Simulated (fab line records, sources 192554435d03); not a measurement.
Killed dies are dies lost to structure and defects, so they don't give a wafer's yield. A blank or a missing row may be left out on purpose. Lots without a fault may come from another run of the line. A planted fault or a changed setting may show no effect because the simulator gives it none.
fab line records | flow n5_finfet
record lots=7 wafers=21
route steps=1938 shown BEOL_M5@1112 BEOL_M6@1221 BEOL_M7@1270 BEOL_M8@1335
start_h: hours from the record's first day to the start of the lot's first wafer shown | wait_h: hours since the lot's step before | " the same as in the row above | L1.1+2: a row that stands for several wafers | - no value, or no start given | * or withheld: withheld | < > ~ a bound
route shown NAME@n: a module of which the file shows steps, and the number in the route of the first | usual: mean/standard deviation of fault-free wafers | same: alike in all rows | chamber/n: place in a boat | sites: the reading at each site | _std_site: their standard deviation | _edge_site: outer sites' mean less inner sites' | radius_mm: how far each site lies from the wafer's centre | mask NAME#n: copy n | behind: the tool/chamber that last shaped the wafer | hold: why the lot was held/for how many hours/how that ended | device: the transistor (n, p or np) that didn't switch | end of line: the same wafers' tests at the end of the route | a step without rows: its recipe alone | killed: dies lost to structure and defects at the first sort, not the wafer's yield | map: a wafer's dies, x killed, . not, _ none there
set.NAME: the setting as run; set.NAME@STEP: as run at that earlier step | model.NAME: the simulator's own value behind a step, which no gauge read
lots whose settings were changed on purpose; a table a step, a row a wafer
## steps
# step N5_BEOL_M5_ILD_DEP_00
# recipe material=SiCOH_lowk target_thk_a=1406.4 temp_c=300 precursor=DEMS/porogen pressure_torr=5 rf_w=500 time_s=25.9
# columns lot.wafer tool chamber start_h wait_h set.time_s model.SiCOH_lowk_of_BEOL_M5_ILD_DEP_00.thk_nm
L077.1 pecvd-02 0 189.79 0.8 25.9 141.2
L077.5 " 2 " " 25.9 142
L077.6 " 1 " " 25.9 143.4
L080.1 pecvd-04 1 194.35 0.8 22.12 122
L080.3 " 2 " " 25.9 143.6
L080.6 " 2 " " 25.9 142.2
L081.1 pecvd-02 2 201.86 0.8 22.45 122.2
L081.2 " 0 " " 25.9 139.2
L081.5 " 2 " " 22.45 123.6
L082.2 pecvd-02 1 212.30 0.7 22.24 120.4
L082.3 " 1 " " 25.9 143
L082.4 " 0 " " 22.24 122.8
L086.2 pecvd-04 0 232.27 0.7 22.78 124.4
L086.5 " 2 " " 22.78 127
L086.6 " 1 " " 25.9 146
L091.3 pecvd-04 0 267.14 0.5 25.9 139.6
L091.4 " 2 " " 25.9 141.8
L091.6 " 1 " " 25.9 143.8
L093.2 pecvd-04 1 277.02 0.7 24.08 129.8
L093.3 " 2 " " 25.9 142
L093.5 " 2 " " 25.9 145.2
# step N5_BEOL_M5_CURE_79
# recipe temp_c=385 time_s=240 ambient=He/Ar material=SiCOH_lowk
# columns lot.wafer tool chamber start_h wait_h set.time_s@BEOL_M5_ILD_DEP_00 model.SiCOH_lowk_of_BEOL_M5_ILD_DEP_00.thk_nm
L077.1 uv_cure-02 1 189.99 0.2 25.9 121.4
L077.5 " 1 " " 25.9 122.2
L077.6 " 1 " " 25.9 123.4
L080.1 uv_cure-03 0 194.43 0.1 22.12 105
L080.3 " 0 " " 25.9 123.6
L080.6 " 0 " " 25.9 122.4
L081.1 uv_cure-02 2 201.92 0.0 22.45 105
L081.2 " 2 " " 25.9 119.8
L081.5 " 2 " " 22.45 106.2
L082.2 uv_cure-02 1 212.46 0.1 22.24 103.4
L082.3 " 1 " " 25.9 123
L082.4 " 1 " " 22.24 105.4
L086.2 uv_cure-01 2 232.87 0.6 22.78 107
L086.5 " 2 " " 22.78 109
L086.6 " 2 " " 25.9 125.6
L091.3 uv_cure-03 0 267.36 0.2 25.9 120
L091.4 " 0 " " 25.9 122
L091.6 " 0 " " 25.9 123.8
L093.2 uv_cure-01 0 277.16 0.1 24.08 111.6
L093.3 " 0 " " 25.9 122.2
L093.5 " 0 " " 25.9 125
# step N5_BEOL_M5_THK_MEAS_01
# recipe reads=SiCOH_lowk_of_BEOL_M5_ILD_DEP_00
# usual M5_ILD_THK=121.8/1.6
# columns lot.wafer tool chamber start_h wait_h set.time_s@BEOL_M5_ILD_DEP_00 M5_ILD_THK[nm]
L077.1 film_metro-01 - 190.98 0.8 25.9 121.4
L077.5 " - " " 25.9 122.2
L077.6 " - " " 25.9 123.3
L080.1 film_metro-02 - 194.95 0.4 22.12 104.9
L080.3 " - " " 25.9 123.7
L080.6 " - " " 25.9 122.5
L081.1 film_metro-01 - 202.91 0.8 22.45 105.1
L081.2 " - " " 25.9 119.8
L081.5 " - " " 22.45 106.3
L082.2 film_metro-01 - 212.89 0.4 22.24 103.6
L082.3 " - " " 25.9 122.9
L082.4 " - " " 22.24 105.5
L086.2 film_metro-01 - 233.30 0.4 22.78 106.9
L086.5 " - " " 22.78 109.1
L086.6 " - " " 25.9 125.6
L091.3 film_metro-01 - 267.71 0.3 25.9 120.0
L091.4 " - " " 25.9 122.1
L091.6 " - " " 25.9 123.8
L093.2 film_metro-02 - 277.60 0.4 24.08 111.8
L093.3 " - " " 25.9 122.2
L093.5 " - " " 25.9 125.0
# step N5_BEOL_M5_COAT_05
# recipe resist=CAR-EUV spin_rpm=1500 resist_thk_nm=30
# columns lot.wafer tool chamber start_h wait_h set.spin_rpm model.CAR-EUV_of_BEOL_M5_COAT_05.thk_nm
L077.1+6 litho_track-03 0 - - 1500 30
L077.5 " 0 " " 1612 29
L080.1+6 litho_track-01 0 - - 1566 29.4
L080.3 " 0 " " 1500 30
L081.1 litho_track-03 0 - - 1576 29.2
L081.2 " 0 " " 1500 30
L081.5 " 0 " " 1500 30.2
L082.2+4 litho_track-05 0 - - 1610 29
L082.3 " 0 " " 1610 28.8
L086.2 litho_track-03 0 - - 1629 28.8
L086.5 " 0 " " 1500 30.2
L086.6 " 0 " " 1629 29
L091.3 litho_track-05 0 - - 1500 29.8
L091.4+6 " 0 " " 1500 30
L093.2+3+5 litho_track-01 0 - - 1500 30
# step N5_BEOL_M5_EBR_07
# recipe solvent=PGMEA ebr_width_mm=1.5
# step N5_BEOL_M5_SOFTBAKE_06
# recipe temp_c=110 time_s=60 resist=CAR-EUV
# step N5_BEOL_M5_EXPOSE_08
# recipe mask_id=M5 na=0.33 source_shape=annular sigma_inner=0.4 sigma_outer=0.8 polarization=unpolarized target_cd_nm=28 dose_mj=35.75
# step N5_BEOL_M5_PEB_09
# recipe peb_temp_c=100 peb_time_s=60 resist=CAR-EUV
# step N5_BEOL_M5_DEVELOP_10
# recipe develop_time_s=30 developer=TMAH resist=CAR-EUV rinse_liquid=surfactant_rinse dry=air_spin dev_temp_c=23
# columns lot.wafer tool chamber start_h wait_h set.spin_rpm@BEOL_M5_COAT_05 model.CAR-EUV_of_BEOL_M5_COAT_05.thk_nm
L077.1+6 litho_track-03 0 - - 1500 29.6
L077.5 " 0 " " 1612 28.6
L080.1+6 litho_track-01 0 - - 1566 29
L080.3 " 0 " " 1500 29.6
L081.1 litho_track-03 0 - - 1576 28.8
L081.2+5 " 0 " " 1500 29.6
L082.2+3+4 litho_track-01 0 - - 1610 28.4
L086.2+6 litho_track-03 0 - - 1629 28.4
L086.5 " 0 " " 1500 29.6
L091.3+6 litho_track-05 0 - - 1500 29.4
L091.4 " 0 " " 1500 29.6
L093.2+3+5 litho_track-05 0 - - 1500 29.6
# step N5_BEOL_M5_DESCUM_16
# recipe chemistry=O2 time_s=7 source_power_w=50 bias_power_w=20 pressure_mtorr=20 rf_frequency_hz=2.712e+07 temp_c=40 resist=CAR-EUV o2_flow_sccm=225
# columns lot.wafer tool chamber start_h wait_h set.spin_rpm@BEOL_M5_COAT_05 model.CAR-EUV_of_BEOL_M5_COAT_05.thk_nm
L077.1+6 rie_diel-02 1,2 193.32 0.1 1500 26
L077.5 " 3 " " 1612 25.2
L080.1 rie_diel-06 3 196.85 0.1 1566 25.4
L080.3 " 0 " " 1500 26
L080.6 " 3 " " 1566 25.6
L081.1 rie_diel-03 3 203.66 0.0 1576 25.4
L081.2+5 " 1,2 " " 1500 26.2
L082.2+3+4 rie_diel-02 1,2,0 215.12 0.1 1610 25
L086.2+6 rie_diel-02 1 234.71 0.0 1629 25
L086.5 " 2 " " 1500 26.2
L091.3+4+6 rie_diel-06 3,0,3 269.72 0.0 1500 26
L093.2+3 rie_diel-03 2,1 279.02 0.1 1500 26.2
L093.5 " 3 " " 1500 26
# step N5_BEOL_M6_COAT_22
# recipe resist=CAR-EUV spin_rpm=1500 resist_thk_nm=30
# columns lot.wafer tool chamber start_h wait_h set.spin_rpm model.CAR-EUV_of_BEOL_M6_COAT_22.thk_nm
L077.1+5 litho_track-02 0 - - 1500 30
L077.6 " 0 " " 1407 30.8
L080.1+6 litho_track-01 0 - - 1394 31
L080.3 " 0 " " 1500 29.8
L081.1+2+5 litho_track-02 0 - - 1500 30.2
L082.2 litho_track-04 0 - - 1555 29.6
L082.3 " 0 " " 1500 30.2
L082.4 " 0 " " 1500 30
L086.2+5 litho_track-02 0 - - 1500 30
L086.6 " 0 " " 1410 31.2
L091.3+6 litho_track-01 0 - - 1500 30
L091.4 " 0 " " 1500 29.8
L093.2+3 litho_track-04 0 - - 1597 29
L093.5 " 0 " " 1500 30
# step N5_BEOL_M6_EBR_24
# recipe solvent=PGMEA ebr_width_mm=1.5
# step N5_BEOL_M6_SOFTBAKE_23
# recipe temp_c=110 time_s=60 resist=CAR-EUV
# step N5_BEOL_M6_DESCUM_33
# recipe chemistry=O2 time_s=7 source_power_w=50 bias_power_w=20 pressure_mtorr=20 rf_frequency_hz=2.712e+07 temp_c=40 resist=CAR-EUV o2_flow_sccm=225
# columns lot.wafer tool chamber start_h wait_h set.spin_rpm@BEOL_M6_COAT_22 model.CAR-EUV_of_BEOL_M6_COAT_22.thk_nm
L077.1+5 rie_diel-05 2,3 206.93 0.0 1500 26.2
L077.6 " 0 " " 1407 27
L080.1 rie_diel-01 1 213.59 0.0 1394 27.2
L080.3 " 3 " " 1500 26
L080.6 " 2 " " 1394 27
L081.1+2+5 rie_diel-05 0,1,3 216.92 0.0 1500 26.2
L082.2 rie_diel-01 0 234.58 0.3 1555 25.6
L082.3+4 " 2,3 " " 1500 26.2
L086.2 rie_diel-01 0 248.06 0.4 1500 26.2
L086.5 " 2 " " 1500 26
L086.6 " 3 " " 1410 27.2
L091.3+6 rie_diel-01 0,2 281.29 0.0 1500 26
L091.4 " 0 " " 1500 25.8
L093.2 rie_diel-04 0 292.77 0.0 1597 25.2
L093.3 " 2 " " 1597 25
L093.5 " 3 " " 1500 26
# step N5_BEOL_M7_COAT_05
# recipe resist=CAR-ArF spin_rpm=1500 resist_thk_nm=90
# columns lot.wafer tool chamber start_h wait_h set.spin_rpm model.CAR-ArF_of_BEOL_M7_COAT_05.thk_nm
L077.1 litho_track-05 0 - - 1500 89.6
L077.5+6 " 0 " " 1500 89.8
L080.1 litho_track-05 0 - - 1500 90.2
L080.3 " 0 " " 1500 89.8
L080.6 " 0 " " 1597 87.2
L081.1+2 litho_track-04 0 - - 1500 89.8
L081.5 " 0 " " 1359 94
L082.2+4 litho_track-03 0 - - 1576 88
L082.3 " 0 " " 1500 90.4
L086.2 litho_track-03 0 - - 1500 90
L086.5+6 " 0 " " 1591 87.4
L091.3+6 litho_track-04 0 - - 1500 90.2
L091.4 " 0 " " 1500 90.4
L093.2+3+5 litho_track-04 0 - - 1500 90.2
# step N5_BEOL_M7_EBR_07
# recipe solvent=PGMEA ebr_width_mm=1.5
# step N5_BEOL_M7_SOFTBAKE_06
# recipe temp_c=110 time_s=60 resist=CAR-ArF
# step N5_BEOL_M7_EXPOSE_08
# recipe mask_id=M7 na=1.35 source_shape=dipole sigma_inner=0.817 sigma_outer=0.97 polarization=te dose_mj=68.25
# step N5_BEOL_M7_PEB_09
# recipe peb_temp_c=withheld peb_time_s=60 resist=CAR-ArF
# step N5_BEOL_M7_DEVELOP_10
# recipe develop_time_s=30 developer=TMAH resist=CAR-ArF rinse_liquid=diw dry=air_spin dev_temp_c=23
# columns lot.wafer tool chamber start_h wait_h set.spin_rpm@BEOL_M7_COAT_05 model.CAR-ArF_of_BEOL_M7_COAT_05.thk_nm
L077.1 litho_track-04 0 - - 1500 88
L077.5+6 " 0 " " 1500 88.2
L080.1 litho_track-04 0 - - 1500 88.6
L080.3 " 0 " " 1500 88.2
L080.6 " 0 " " 1597 85.4
L081.1 litho_track-04 0 - - 1500 88
L081.2 " 0 " " 1500 88.2
L081.5 " 0 " " 1359 92.4
L082.2 litho_track-05 0 - - 1576 86.4
L082.3 " 0 " " 1500 88.6
L082.4 " 0 " " 1576 86.2
L086.2 litho_track-03 0 - - 1500 88.2
L086.5 " 0 " " 1591 85.6
L086.6 " 0 " " 1591 85.8
L091.3+4+6 litho_track-03 0 - - 1500 88.6
L093.2+3 litho_track-04 0 - - 1500 88.6
L093.5 " 0 " " 1500 88.4
# step N5_BEOL_M7_DESCUM_16
# recipe chemistry=O2 time_s=7.9 source_power_w=50 bias_power_w=20 pressure_mtorr=20 rf_frequency_hz=2.712e+07 temp_c=40 resist=CAR-ArF o2_flow_sccm=225
# step N5_BEOL_M7_ETCH_61
# recipe chemistry=CF4 target=SiARC target_depth_a=455 mask_material=CAR-ArF time_s=75.8 ion_energy_ev=80 pressure_mtorr=40 source_w=545 bias_w=36 Ar_flow_sccm=100 cf4_flow_sccm=100 ends=cleared
# columns lot.wafer tool chamber start_h wait_h set.spin_rpm@BEOL_M7_COAT_05 model.CAR-ArF_of_BEOL_M7_COAT_05.thk_nm
L077.1 rie_diel-03 3 214.81 0.0 1500 50.6
L077.5+6 " 1,2 " " 1500 50.8
L080.1 rie_diel-02 3 218.30 0.0 1500 51.2
L080.3 " 0 " " 1500 50.6
L080.6 " 3 " " 1597 48.2
L081.1+2 rie_diel-03 2,1 221.88 0.0 1500 50.8
L081.5 " 2 " " 1359 55
L082.2 rie_diel-03 3 242.46 0.0 1576 49
L082.3 " 2 " " 1500 51
L082.4 " 2 " " 1576 48.8
L086.2 rie_diel-06 2 254.60 0.0 1500 50.8
L086.5+6 " 0,1 " " 1591 48.2
L091.3 rie_diel-02 2 286.61 0.0 1500 51
L091.4+6 " 1,2 " " 1500 51.2
L093.2+3 rie_diel-06 1 298.47 0.0 1500 50.8
L093.5 " 2 " " 1500 51
# step N5_BEOL_M8_PECVD_70
# recipe material=SiO2 target_thk_a=200 temp_c=400 precursor=TEOS/O2 pressure_torr=5.5 rf_w=450 teos_flow_sccm=53.8 gas=O2 flow_sccm=3000 time_s=22.7
# columns lot.wafer tool chamber start_h wait_h set.time_s model.SiO2_of_BEOL_M8_PECVD_70.thk_nm
L077.1 pecvd-03 1 222.24 0.0 22.7 19.6
L077.5+6 " 0,2 " " 21.17 18.8
L080.1 pecvd-04 0 225.54 0.0 19.33 16.8
L080.3+6 " 2 " " 22.7 19.6
L081.1 pecvd-01 1 228.82 0.0 26.08 23
L081.2 " 2 " " 22.7 19.8
L081.5 " 1 " " 26.08 23.2
L082.2 pecvd-04 0 248.64 0.0 22.7 19.8
L082.3+4 " 1,2 " " 22.7 20
L086.2+6 pecvd-03 0 259.28 0.0 22.7 20.4
L086.5 " 1 " " 21.14 18.8
L091.3 pecvd-04 1 294.06 0.0 22.7 20
L091.4 " 0 " " 22.7 19.8
L091.6 " 1 " " 22.7 20.4
L093.2 pecvd-03 1 303.88 0.0 24.13 21
L093.3 " 2 " " 22.7 20
L093.5 " 0 " " 22.7 20.2
# step N5_BEOL_M8_DEP_56
# recipe material=SiCN target_thk_a=100 temp_c=withheld precursor=3MS/NH3 pressure_torr=3 rf_w=202 time_s=17.5
# columns lot.wafer tool chamber start_h wait_h set.time_s model.SiCN_of_BEOL_M8_DEP_56.thk_nm
L077.1+5 pecvd-04 2,1 229.15 0.0 17.5 9.8
L077.6 " 0 " " 17.5 10.2
L080.1 pecvd-04 0 233.65 0.0 17.5 10.2
L080.3 " 2 " " 17.5 10
L080.6 " 0 " " 17.5 10.4
L081.1 pecvd-03 2 237.57 0.0 16.23 9
L081.2+5 " 1,2 " " 17.5 9.8
L082.2 pecvd-04 0 256.84 0.0 17.5 10.2
L082.3 " 2 " " 17.5 9.8
L082.4 " 0 " " 15.24 8.8
L086.2 pecvd-03 0 264.63 0.0 17.5 9.6
L086.5 " 1 " " 18.6 10.6
L086.6 " 2 " " 17.5 9.8
L091.3+4 pecvd-04 1,2 299.91 0.0 17.5 9.8
L091.6 " 0 " " 17.5 10.4
L093.2 pecvd-01 2 311.25 0.0 19.22 10.8
L093.3 " 1 " " 17.5 9.6
L093.5 " 2 " " 19.22 11
## key
split step=N5_BEOL_M5_ILD_DEP_00 setting=time_s stated=25.9 by=wafer
response step=N5_BEOL_M5_ILD_DEP_00 reading=model.SiCOH_lowk_of_BEOL_M5_ILD_DEP_00.thk_nm change=+1.49 per=1% r=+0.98
response step=N5_BEOL_M5_CURE_79 reading=model.SiCOH_lowk_of_BEOL_M5_ILD_DEP_00.thk_nm change=+1.29 per=1% r=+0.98
response step=N5_BEOL_M5_THK_MEAS_01 reading=M5_ILD_THK change=+1.28 per=1% r=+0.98
split step=N5_BEOL_M5_COAT_05 setting=spin_rpm stated=1500 by=wafer
response step=N5_BEOL_M5_COAT_05 reading=model.CAR-EUV_of_BEOL_M5_COAT_05.thk_nm change=-0.148 per=1% r=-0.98
response step=N5_BEOL_M5_DEVELOP_10 reading=model.CAR-EUV_of_BEOL_M5_COAT_05.thk_nm change=-0.14 per=1% r=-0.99
response step=N5_BEOL_M5_DESCUM_16 reading=model.CAR-EUV_of_BEOL_M5_COAT_05.thk_nm change=-0.129 per=1% r=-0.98
split step=N5_BEOL_M6_COAT_22 setting=spin_rpm stated=1500 by=wafer
response step=N5_BEOL_M6_COAT_22 reading=model.CAR-EUV_of_BEOL_M6_COAT_22.thk_nm change=-0.161 per=1% r=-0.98
response step=N5_BEOL_M6_DESCUM_33 reading=model.CAR-EUV_of_BEOL_M6_COAT_22.thk_nm change=-0.152 per=1% r=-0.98
split step=N5_BEOL_M7_COAT_05 setting=spin_rpm stated=1500 by=wafer
response step=N5_BEOL_M7_COAT_05 reading=model.CAR-ArF_of_BEOL_M7_COAT_05.thk_nm change=-0.444 per=1% r=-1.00
response step=N5_BEOL_M7_DEVELOP_10 reading=model.CAR-ArF_of_BEOL_M7_COAT_05.thk_nm change=-0.45 per=1% r=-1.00
response step=N5_BEOL_M7_ETCH_61 reading=model.CAR-ArF_of_BEOL_M7_COAT_05.thk_nm change=-0.433 per=1% r=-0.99
split step=N5_BEOL_M8_PECVD_70 setting=time_s stated=22.7 by=wafer
response step=N5_BEOL_M8_PECVD_70 reading=model.SiO2_of_BEOL_M8_PECVD_70.thk_nm change=+0.196 per=1% r=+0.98
split step=N5_BEOL_M8_DEP_56 setting=time_s stated=17.5 by=wafer
response step=N5_BEOL_M8_DEP_56 reading=model.SiCN_of_BEOL_M8_DEP_56.thk_nm change=+0.112 per=1% r=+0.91
